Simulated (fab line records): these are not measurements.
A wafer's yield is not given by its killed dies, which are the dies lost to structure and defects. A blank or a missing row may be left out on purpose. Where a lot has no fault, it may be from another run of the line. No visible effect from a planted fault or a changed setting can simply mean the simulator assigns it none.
Chamber matching -- flow n5 finfet -- N5_FIN_CUT_STRIP_24 on rie diel-03: 4 sister chambers
The step strips in CF4. 14 wafers are shown with their chamber, then 7 later ones without.

== EACH WAFER AND ITS CHAMBER ==
wafer,chamber,showerhead plenum p Torr (Torr),drypump motor current A (A),throttle valve pct (%)
L080.1,2,1.87,6.2,13.74
L080.3,1,1.81,6.1,13.77
L080.5,1,1.81,6.1,13.74
L083.2,2,1.87,6.1,13.74
L083.4,0,1.72,4.9,13.74
L083.6,3,1.77,6.3,14.09
L085.2,1,1.81,6.0,13.77
L085.5,0,1.72,4.9,13.77
L085.6,3,1.77,6.3,14.08
L088.2,1,1.81,6.1,13.77
L088.3,2,1.86,6.1,13.77
L088.4,0,1.72,4.9,13.77
L089.1,3,1.77,6.3,14.09
L089.4,3,1.77,6.3,14.12

SIGNATURES (averages over the wafers above)
reading,chamber 0,chamber 1,chamber 2,chamber 3,scatter within a chamber
showerhead plenum p Torr,1.7200,1.8100,1.8667,1.7700,0.00258
drypump motor current A,4.900,6.075,6.133,6.300,0.0376
throttle valve pct,13.7600,13.7625,13.7500,14.0950,0.0167
Rule: for each reading, subtract the chamber's mean from the wafer's reading, divide by that reading's scatter and square the result; add these up over the readings and take the root, which gives the wafer's distance from the chamber. The wafer belongs to the nearest chamber; if the next one is less than 2 further off, it can't be placed. The scatter is the square root of a quotient: the sum, over the shown wafers, of each reading's squared deviation from its chamber's mean, divided by wafers minus chambers.

== WAFERS WITHOUT THEIR CHAMBER ==
wafer,showerhead plenum p Torr (Torr),drypump motor current A (A),throttle valve pct (%)
L089.6,1.72,4.9,13.77
L093.2,1.71,4.9,13.79
L093.3,1.81,6.0,13.82
L093.4,1.76,6.3,14.11
L094.3,1.81,6.0,13.81
L094.5,1.76,6.3,14.12
L094.6,1.71,4.9,13.80

== THE CHAMBER EACH PASSED THROUGH ==
wafer,from the rows above,in truth
L089.6,0,0
L093.2,0,0
L093.3,1,1
L093.4,3,3
L094.3,1,1
L094.5,3,3
L094.6,0,0
7 of 7 placed correctly. Not placeable from these rows: 0. Number placed wrongly: 0.
